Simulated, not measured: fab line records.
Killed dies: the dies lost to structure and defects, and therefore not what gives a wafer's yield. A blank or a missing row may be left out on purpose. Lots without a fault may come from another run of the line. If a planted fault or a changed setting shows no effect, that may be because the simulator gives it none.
fab line records | flow n5_finfet
record: lots: 9 wafers: 27 last_day: 17
route steps=1938 shown BEOL_M11@1553 PASSIVATION@1936
lots untouched by any fault: they come from a run of this same line in which no faults occurred
start_h: hours from the record's first day to the start of the lot's first wafer shown | wait_h: hours elapsed since this lot's preceding step | " the same as in the row above | L1.1+2: a row that stands for several wafers | - no value, or no start was given | * or withheld: withheld | < > ~ a bound
route shown NAME@n: NAME is a module with steps in the file, n the number in the route of the first one | usual: mean/standard deviation taken from wafers without a fault | same: alike in all rows | chamber/n: place in a boat | sites: each site's reading | _std_site: the values' standard deviation | _edge_site: inner sites' mean taken away from outer sites' mean | radius_mm: how far each site lies from the wafer's centre | mask NAME#n: copy n | behind: tool/chamber where the wafer was last shaped | hold: cause of the lot's hold/its duration in hours/its outcome | device: whichever transistor did not switch (one of n, p or np) | end of line: tests run on the same wafers once the route is complete | step lacking rows: just its recipe | killed: not the wafer's yield, but the dies lost to structure and defects at the first sort | map: the dies of a wafer, with x for killed, . for not killed, _ for no die there
set.NAME: the setting the step ran with; set.NAME@STEP: the setting that earlier step ran with | model.NAME: the simulator's own value behind a step, which no gauge read
steps of the route over a sample of lots; a table a step, a row a wafer
services: when a tool's chamber went out of use (start_h, in hours from the record's first day, below 0 if earlier), for how many hours, and the reason
== steps ==
step: N5_BEOL_M11_ETCH_61
recipe: chemistry: CF4 target: SiARC target_depth_a: 390 mask_material: CAR-ArF time_s: 65 ion_energy_ev: 80 pressure_mtorr: 40 source_w: 545 bias_w: 36 Ar_flow_sccm: 100 cf4_flow_sccm: 100 ends: cleared
usual: bias_w: 35.98/0.11 drypump_motor_current_A: 5.7/0.37 etch_rf_on_time_s: 65.2/2.1 oes_product_au: 0.69/0.063 rf_vpp_V: 184.4/1 showerhead_plenum_p_Torr: 2.17/0.044 throttle_valve_pct: 15.50/0.19
columns lot.wafer tool chamber start_h wait_h bias_w drypump_motor_current_A etch_rf_on_time_s oes_product_au rf_hours_counter_h rf_vpp_V showerhead_plenum_p_Torr throttle_valve_pct
L593.2 rie_diel-01 3 232.18 0.0 35.73 6.2 65.3 0.78 15 183.8 2.10 15.17
L593.3 " 2 " " 36.20 5.8 63.1 0.74 51 183.2 2.11 15.77
L593.6 " 1 " " 35.93 5.7 68.3 0.70 - 184.7 2.26 15.65
L594.1 rie_diel-05 0 237.04 0.0 36.01 5.0 63.5 0.61 231 184.7 2.20 15.58
L594.3 " 1 " " 36.06 5.6 66.7 0.71 62 184.4 2.18 15.51
L594.6 " 0 " " 35.99 5.0 63.1 0.61 - 184.3 2.20 15.57
L599.2 rie_diel-01 2 274.99 0.0 35.78 5.8 63.9 0.73 64 183.5 2.10 15.80
L599.3 " 1 " " 36.08 5.7 68.1 0.68 88 183.2 2.26 15.68
L599.6 " 1 " " 36.03 5.7 68.6 0.67 - 185.6 2.26 15.69
L604.1 rie_diel-05 2 303.79 0.0 36.04 5.7 66.9 0.73 57 185.6 2.17 15.38
L604.2 " 3 " " 35.95 5.8 69.7 0.70 36 183.9 2.21 15.18
L604.3 " 1 " " 36.00 5.6 66.2 0.70 78 184.0 2.18 15.53
L605.1 rie_diel-04 1 308.06 0.0 35.90 5.0 63.6 0.61 208 184.4 2.18 15.38
L605.4 " 0 " " 35.70 5.4 66.9 0.60 214 185.3 2.21 15.79
L605.5 " 3 " " 35.94 6.1 64.0 0.66 - 184.1 2.17 15.42
L609.2 rie_diel-04 1 330.18 0.0 35.95 4.9 63.3 0.60 215 184.9 2.17 15.40
L609.4 " 2 " " 36.02 6.0 63.6 0.75 48 184.0 2.16 15.58
L609.5 " 1 " " 35.82 4.9 63.6 0.61 - 186.0 2.17 15.38
L611.2 rie_diel-01 0 340.03 0.0 36.04 5.6 65.4 0.75 30 183.2 2.10 15.42
L611.4 " 1 " " 35.97 5.7 68.2 0.66 - 185.4 2.25 15.72
L611.6 " 2 " " 36.04 5.8 62.4 0.71 - 184.5 2.09 15.82
L612.1 rie_diel-01 2 349.08 0.0 36.13 5.8 63.3 0.70 87 183.5 2.09 15.82
L612.2 " 1 " " 35.97 5.7 67.8 0.66 113 186.1 2.25 15.72
L612.4 " 3 " " 35.93 6.2 64.7 0.72 52 183.1 2.09 15.24
L614.2 rie_diel-01 2 357.39 0.0 36.00 5.8 62.7 0.71 90 184.5 2.09 15.84
L614.5 " 0 " " 36.07 5.6 65.6 0.74 - 184.8 2.10 15.44
L614.6 " 1 " " 36.09 5.7 68.0 0.66 - 185.1 2.25 15.72
step: N5_BEOL_M11_INSPECT_30
recipe: mode: adi inspect_instrument: brightfield
usual: raw_defect_count: 451/110
columns lot.wafer tool chamber start_h wait_h raw_defect_count
L593.2 defect_inspect-02 - 236.32 0.0 526
L593.3 " - " " 397
L593.6 " - " " 513
L594.1 defect_inspect-02 - 237.93 0.0 614
L594.3 " - " " 397
L594.6 " - " " 359
L599.2 defect_inspect-02 - 276.11 0.0 309
L599.3 " - " " 337
L599.6 " - " " 272
L604.1 defect_inspect-02 - 307.03 0.0 489
L604.2 " - " " 286
L604.3 " - " " 537
L605.1 defect_inspect-01 - 311.43 0.0 343
L605.4 " - " " 489
L605.5 " - " " 679
L609.2 defect_inspect-02 - 332.85 0.0 456
L609.4 " - " " 421
L609.5 " - " " 413
L611.2 defect_inspect-01 - 340.91 0.0 405
L611.4 " - " " 366
L611.6 " - " " 510
L612.1 defect_inspect-01 - 351.28 0.0 412
L612.2 " - " " 427
L612.4 " - " " 378
L614.2 defect_inspect-02 - 358.69 0.0 429
L614.5 " - " " 229
L614.6 " - " " 414
step: N5_BEOL_M11_TRENCH_ETCH_37
recipe: chemistry: C4F6/O2 target_depth_a: 1488.3 target: SiCOH_lowk time_s: 48 ion_energy_ev: 250 pressure_mtorr: 30 source_w: 345 bias_w: 185 Ar_flow_sccm: 300 C4F6_flow_sccm: 10 O2_flow_sccm: 10
usual: bias_w: 184.9/0.54 drypump_motor_current_A: 5.7/0.35 oes_product_au: 0.82/0.07 rf_vpp_V: 664/15 showerhead_plenum_p_Torr: 2.88/0.06 throttle_valve_pct: 20.82/0.2
columns lot.wafer tool chamber start_h wait_h bias_w drypump_motor_current_A oes_product_au rf_hours_counter_h rf_vpp_V showerhead_plenum_p_Torr throttle_valve_pct
L593.2 rie_diel-04 2 236.66 - 185.6 6.0 0.93 17 652 2.89 20.92
L593.3 " 3 " " 184.4 6.1 0.80 128 692 2.89 20.69
L593.6 " 3 " " 184.5 6.1 0.81 - 694 2.89 20.69
L594.1 rie_diel-04 3 238.27 - 185.0 6.1 0.80 128 692 2.89 20.70
L594.3 " 2 " " 184.0 6.0 0.92 17 652 2.89 20.91
L594.6 " 2 " " 184.0 6.0 0.93 - 651 2.89 20.91
L599.2 rie_diel-01 2 276.87 - 184.6 5.8 0.84 65 666 2.79 21.19
L599.3 " 3 " " 184.7 6.2 0.88 31 643 2.82 20.71
L599.6 " 0 " " 185.5 5.6 0.92 - 651 2.80 20.67
L604.1 rie_diel-04 1 307.62 - 185.1 4.9 0.72 208 674 2.89 20.55
L604.2 " 3 " " 185.0 6.1 0.78 152 692 2.88 20.74
L604.3 " 0 " " 121.9 5.4 0.65 214 475 2.93 20.99
L605.1 rie_diel-04 0 311.77 - 121.9 5.4 0.65 215 474 2.93 21.01
L605.4 " 2 " " 184.8 6.0 0.88 42 651 2.88 20.95
L605.5 " 0 " " 122.2 5.4 0.65 - 474 2.93 21.00
L609.2 rie_diel-05 3 333.29 - 185.4 5.8 0.81 47 659 2.94 20.60
L609.4 " 2 " " 184.6 5.7 0.84 - 690 2.86 20.59
L609.5 " 3 " " 185.0 5.8 0.81 - 661 2.94 20.60
L611.2 rie_diel-01 0 341.78 - 184.4 5.6 0.86 31 650 2.79 20.69
L611.4 " 1 " " 184.9 5.7 0.79 - 675 2.96 20.88
L611.6 " 0 " " 185.5 5.6 0.86 - 651 2.79 20.71
L612.1 rie_diel-01 2 351.86 - 185.4 5.8 0.81 88 667 2.78 21.21
L612.2 " 1 " " 184.7 5.7 0.78 113 674 2.96 20.88
L612.4 " 3 " " 185.5 6.2 0.84 53 642 2.81 20.76
L614.2 rie_diel-05 1 359.32 - 185.7 5.6 0.80 98 654 2.90 20.98
L614.5 " 3 " " 184.8 5.8 0.80 - 660 2.93 20.58
L614.6 " 0 " " 185.3 5.0 0.97 - 655 2.93 20.65
step: N5_BEOL_M11_OCD_MEAS_38
usual: trench_depth_nm: 148/3.3
columns lot.wafer tool chamber start_h wait_h trench_depth_nm
L593.2 ocd-02 - 236.84 - 152
L593.3 " - " " 155
L593.6 " - " " 155
L594.1 ocd-01 - 238.45 - 153
L594.3 " - " " 150
L594.6 " - " " 151
L599.2 ocd-01 - 277.06 - 150
L599.3 " - " " 147
L599.6 " - " " 148
L604.1 ocd-02 - 307.80 - 150
L604.2 " - " " 151
L604.3 " - " " 127
L605.1 ocd-02 - 311.96 - 127
L605.4 " - " " 151
L605.5 " - " " 128
L609.2 ocd-02 - 333.48 - 139
L609.4 " - " " 145
L609.5 " - " " 139
L611.2 ocd-02 - 341.97 - 148
L611.4 " - " " 147
L611.6 " - " " 146
L612.1 ocd-02 - 352.05 - 148
L612.2 " - " " 143
L612.4 " - " " 146
L614.2 ocd-02 - 359.51 - 146
L614.5 " - " " 142
L614.6 " - " " 151
step: N5_BEOL_M11_PRE_CLEAN_45
recipe: gas: H2/He time_s: 30 temp_c: 250
usual: heater_power_w: 332/17
columns lot.wafer tool chamber start_h wait_h heater_power_w
L593.2 pvd_sputter-01 - 237.44 0.0 355
L593.3 " - " " 320
L593.6 " - " " 328
L594.1 pvd_sputter-02 - 239.12 0.0 357
L594.3 " - " " 323
L594.6 " - " " 301
L599.2 pvd_sputter-02 - 278.89 0.0 329
L599.3 " - " " 346
L599.6 " - " " 326
L604.1 pvd_sputter-02 - 308.56 0.0 303
L604.2 " - " " 352
L604.3 " - " " 328
L605.1 pvd_sputter-03 - 312.55 0.0 331
L605.4 " - " " 350
L605.5 " - " " 360
L609.2 pvd_sputter-01 - 334.29 0.0 340
L609.4 " - " " 320
L609.5 " - " " 322
L611.2 pvd_sputter-03 - 342.71 0.0 366
L611.4 " - " " 310
L611.6 " - " " 309
L612.1 pvd_sputter-03 - 352.77 0.0 328
L612.2 " - " " 356
L612.4 " - " " 311
L614.2 pvd_sputter-02 - 362.41 0.0 339
L614.5 " - " " 299
L614.6 " - " " 332
step: N5_BEOL_M11_THK_MEAS_53
recipe: thk_meas_gauge: xrf reads: Cu_of_BEOL_M11_ECD_50
usual: M11_THK: 141/3.9
columns lot.wafer tool chamber start_h wait_h M11_THK[nm]
L593.2 film_metro-02 - 240.05 - 142
L593.3 " - " " 146
L593.6 " - " " 149
L594.1 film_metro-01 - 242.34 - 149
L594.3 " - " " 144
L594.6 " - " " 147
L599.2 film_metro-01 - 280.73 - 144
L599.3 " - " " 141
L599.6 " - " " 141
L604.1 film_metro-02 - 310.11 - 145
L604.2 " - " " 145
L604.3 " - " " 120
L605.1 film_metro-01 - 314.02 - 119
L605.4 " - " " 145
L605.5 " - " " 120
L609.2 film_metro-02 - 336.42 - 133
L609.4 " - " " 137
L609.5 " - " " 128
L611.2 film_metro-01 - 344.12 - 142
L611.4 " - " " 138
L611.6 " - " " 138
L612.1 film_metro-02 - 354.52 - 140
L612.2 " - " " 133
L612.4 " - " " 135
L614.2 film_metro-01 - 363.89 - 139
L614.5 " - " " 135
L614.6 " - " " 147
step: N5_BEOL_M11_RS_MEAS_57
recipe: thk_meas_gauge: four-point-probe reads: Cu_of_BEOL_M11_ECD_50+Co_of_BEOL_M11_CVD_75+TaN_of_BEOL_M11_ALD_74
usual: M11_RS: 0.152/0.0043
columns lot.wafer tool chamber start_h wait_h M11_RS[ohm/sq]
L593.2 film_metro-01 - 240.17 0.0 0.151
L593.3 " - " " 0.147
L593.6 " - " " 0.144
L594.1 film_metro-01 - 242.47 0.1 0.144
L594.3 " - " " 0.149
L594.6 " - " " 0.146
L599.2 film_metro-01 - 280.85 0.0 0.150
L599.3 " - " " 0.153
L599.6 " - " " 0.152
L604.1 film_metro-02 - 310.24 0.0 0.148
L604.2 " - " " 0.148
L604.3 " - " " 0.182
L605.1 film_metro-02 - 314.14 0.0 0.185
L605.4 " - " " 0.148
L605.5 " - " " 0.183
L609.2 film_metro-02 - 336.55 0.0 0.160
L609.4 " - " " 0.154
L609.5 " - " " 0.166
L611.2 film_metro-02 - 344.24 0.0 0.151
L611.4 " - " " 0.156
L611.6 " - " " 0.155
L612.1 film_metro-01 - 354.65 0.0 0.153
L612.2 " - " " 0.161
L612.4 " - " " 0.158
L614.2 film_metro-01 - 364.04 0.1 0.155
L614.5 " - " " 0.161
L614.6 " - " " 0.146
step: N5_PASSIVATION_PROBE_49
usual: defect_limited_yield: 91.4/1.4 killed_at_M0_to_M3: 34/8.9 killed_at_M4_up: 13/4.6 killed_at_contacts: 12/5.5 killed_at_front_end: 41/11 killed_at_other: 3.1/2.9 killed_dies: 102/16 killed_open: 66/11 killed_short: 34/7.6 sort_bin_5_function: 5.1/0.89 sort_bin_6_memory: 3.2/0.61 sort_bin_8_speed: 0.02/0.12 sort_n_pass: 1078/16
same: gross_dies: 1180 killed_at_back_side: 0 sort_bin_4_leakage[%]: 0
columns lot.wafer tool chamber start_h wait_h defect_limited_yield[%] killed_at_M0_to_M3 killed_at_M4_up killed_at_contacts killed_at_front_end killed_at_other killed_dies killed_open killed_short sort_bin_5_function[%] sort_bin_6_memory[%] sort_bin_8_speed[%] sort_n_pass
L599.2 prober-01 - 314.16 0.1 89.6 24 23 34 41 1 123 76 42 5.7 3.9 0 1057
L599.3 prober-01 - 314.21 0.1 90.7 27 9 26 45 3 110 76 30 5.8 3.2 0 1070
L599.6 prober-01 - 314.36 0.3 91.3 28 10 16 44 5 103 69 32 4.6 3.9 0 1077
L611.2 prober-01 - 380.96 0.1 92.7 19 10 22 35 0 86 53 32 3.9 3.1 0.08 1094
L611.4 prober-01 - 381.06 0.2 91.4 41 15 15 27 3 101 68 32 5.8 2.5 0 1079
L611.6 prober-01 - 381.16 0.3 92.5 29 21 14 22 2 88 67 19 4.7 2.6 0 1092
killed by level:class
L599.2 MOL_CONTACT_COAG:geometric_particle:open=29 FIN_SAQP:geometric_particle:short=11 STI_FIN_REVEAL:geometric_particle:open=7 BEOL_M4:geometric_particle:open=7 BEOL_M0_SAQP:geometric_particle:open=6 GATE_CUT:geometric_particle:short=5 MOL_CONTACT_COAG:geometric_particle:short=5 BEOL_M1:geometric_particle:short=5
L599.3 MOL_CONTACT_COAG:geometric_particle:open=19 FIN_SAQP:geometric_particle:open=8 FIN_SAQP:geometric_particle:short=7 MOL_CONTACT_COAG:geometric_particle:short=7 STI_FIN_REVEAL:geometric_particle:open=6 BEOL_M3:geometric_particle:open=6 BEOL_M1:geometric_particle:open=6 BEOL_M0:geometric_particle:open=5
L599.6 MOL_CONTACT_COAG:geometric_particle:open=12 STI_FIN_REVEAL:geometric_particle:open=9 FIN_SAQP:geometric_particle:open=7 BEOL_M3:geometric_particle:open=6 GATE_CUT:geometric_particle:open=5 BEOL_M2:geometric_particle:short=5 STI_FIN_REVEAL:geometric_particle:short=4 MOL_CONTACT_COAG:geometric_particle:short=4
L611.2 MOL_CONTACT_COAG:geometric_particle:open=17 DUMMY_GATE:geometric_particle:open=6 GATE_CUT:geometric_particle:short=6 BEOL_M0_SAQP:geometric_particle:short=6 BEOL_M4:geometric_particle:open=6 STARTING-WAFER:geometric_particle:short=6 MOL_CONTACT_COAG:geometric_particle:short=5 STARTING-WAFER:geometric_particle:open=4
L611.4 MOL_CONTACT_COAG:geometric_particle:open=14 BEOL_M0_SAQP:geometric_particle:open=13 BEOL_M3:geometric_particle:open=12 DUMMY_GATE:geometric_particle:open=7 FIN_SAQP:geometric_particle:short=6 BEOL_M0_SAQP:geometric_particle:short=5 STARTING-WAFER:geometric_particle:short=5 BEOL_M4:geometric_particle:open=4
L611.6 MOL_CONTACT_COAG:geometric_particle:open=12 BEOL_M4:geometric_particle:open=12 BEOL_M3:geometric_particle:open=10 BEOL_M0_SAQP:geometric_particle:open=9 BEOL_M2:geometric_particle:open=6 DUMMY_GATE:geometric_particle:open=4 STARTING-WAFER:geometric_particle:short=4 GATE_CUT:geometric_particle:open=3
== services ==
columns tool chamber start_h hours kind
rie_diel-01 0 229.39 - clean
rie_diel-01 0 229.39 - consumable_replace:focus_ring
rie_diel-01 0 229.39 20.3 scheduled_down
rie_diel-01 0 229.39 20.3 vent_cycle
rie_diel-05 0 231.27 1.3 repair
rie_diel-01 2 241.99 4.6 repair
rie_diel-05 - 266.35 15.6 pm
rie_diel-01 2 279.08 5.3 repair
rie_diel-05 0 301.90 5.6 repair
rie_diel-05 0 319.78 - clean
rie_diel-05 0 319.78 - consumable_replace:focus_ring
rie_diel-05 0 319.78 18.1 scheduled_down
rie_diel-05 0 319.78 18.1 vent_cycle
rie_diel-01 3 339.32 3.9 repair
rie_diel-05 1 352.70 1.2 repair
rie_diel-01 2 358.50 3.5 repair
== key ==
first_sign: step: N5_BEOL_M11_TRENCH_ETCH_37 reading: bias_w direction: down sigmas: 99+ usual: * struck: *
effect: step: N5_BEOL_M11_TRENCH_ETCH_37 reading: rf_vpp_V direction: down sigmas: 13 usual: 664 struck: 475
effect: step: N5_BEOL_M11_OCD_MEAS_38 reading: trench_depth_nm direction: down sigmas: 6.4 usual: 148 struck: 127
effect: step: N5_BEOL_M11_THK_MEAS_53 reading: M11_THK direction: down sigmas: 5.6 usual: 141 struck: 120
effect: step: N5_BEOL_M11_RS_MEAS_57 reading: M11_RS direction: up sigmas: 7.3 usual: 0.152 struck: 0.183
met_at N5_BEOL_M11_TRENCH_ETCH_37
struck_lots L604,L605
struck_wafers L604.3,L605.1,L605.5
not_acting_at N5_BEOL_M11_ETCH_61,N5_BEOL_M11_INSPECT_30,N5_BEOL_M11_PRE_CLEAN_45
fault: kind: process_parameter_drift tool: rie_diel-04 chamber: 0 onset_h: 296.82 steps: N5_BEOL_M11_TRENCH_ETCH_37 channel: bias_w offset: * shape: step end_h: 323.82 acts_in: * stated: *
